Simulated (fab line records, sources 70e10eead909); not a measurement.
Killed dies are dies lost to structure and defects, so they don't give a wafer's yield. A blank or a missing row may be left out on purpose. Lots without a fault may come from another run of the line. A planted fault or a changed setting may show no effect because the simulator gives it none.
One fault seen from 2 desks | flow nand_harc | each desk has only its own numbers; what lay behind them comes last

THE TOOL OWNER'S DESK: ecd_cu-02
The tool's own readings at NHARC_A_BONDPAD_ECD_18 (material Cu, target thk 400 nm): means of the sampled wafers that have a number, for each lot that ran on this tool. A lot is out of limits, marked OUT, if its mean lies more than 4 standard deviations from the usual mean; the brackets give that distance.
Columns: A = bath_temp_c at NHARC_A_BONDPAD_ECD_18, usual 25.00 C
lot  | first seen here | A
L100 | day 25 03:28    | 25.02
L102 | day 25 16:12    | 24.92
L103 | day 26 04:41    | 25.00
L104 | day 26 20:03    | 24.96
L108 | day 27 12:37    | 25.02
L106 | day 28 03:06    | 25.01
L107 | day 28 08:56    | 24.98
L109 | day 28 21:04    | 24.96
L111 | day 29 03:01    | 25.02
L118 | day 32 02:55    | 25.05
This desk's finding: nothing out of limits on any of the 10 lots.

THE METROLOGY DESK
What the gauges read, lot by lot, whatever tool the lot ran on: means of the sampled wafers that have a number. A lot is out of limits, marked OUT, if its mean lies more than 4 standard deviations from the usual mean; the brackets give that distance.
Columns: A = overlay_x_nm at NHARC_A_BONDPAD_OVL_MEAS_35, usual 0 nm; B = overlay_y_nm at NHARC_A_BONDPAD_OVL_MEAS_35, usual 1 nm; C = cd_nm at NHARC_A_BONDPAD_CD_MEAS_13, usual 501.8 nm
lot  | first seen here | A   | B  | C
L997 | day 23 10:48    | -7  | 3  | 502.2
L999 | day 24 17:50    | 5   | -4 | 504.1
L100 | day 25 01:56    | -1  | -1 | 503.7
L102 | day 25 14:43    | -7  | -1 | 502.2
L101 | day 25 17:45    | -1  | -2 | 500.5
L103 | day 26 03:16    | 2   | -1 | 502.2
L104 | day 26 18:37    | 4   | 1  | 500.8
L108 | day 27 11:11    | 4   | -7 | 503.6
L106 | day 28 01:35    | 0   | -2 | 500.7
L107 | day 28 07:24    | 4   | 5  | 503.0
L109 | day 28 19:28    | -16 | -5 | 501.3
L111 | day 29 01:29    | -6  | 4  | 502.8
L110 | day 29 13:21    | -9  | 0  | 502.0
L118 | day 32 01:30    | 1   | 1  | 502.4
L119 | day 33 10:23    | 5   | 17 | 503.0
This desk's finding: nothing out of limits on any of the 15 lots.

PUT TOGETHER
The tool owner's desk saw nothing out of limits.
The metrology desk saw nothing out of limits.

WHAT THE SIMULATOR HAD PUT IN
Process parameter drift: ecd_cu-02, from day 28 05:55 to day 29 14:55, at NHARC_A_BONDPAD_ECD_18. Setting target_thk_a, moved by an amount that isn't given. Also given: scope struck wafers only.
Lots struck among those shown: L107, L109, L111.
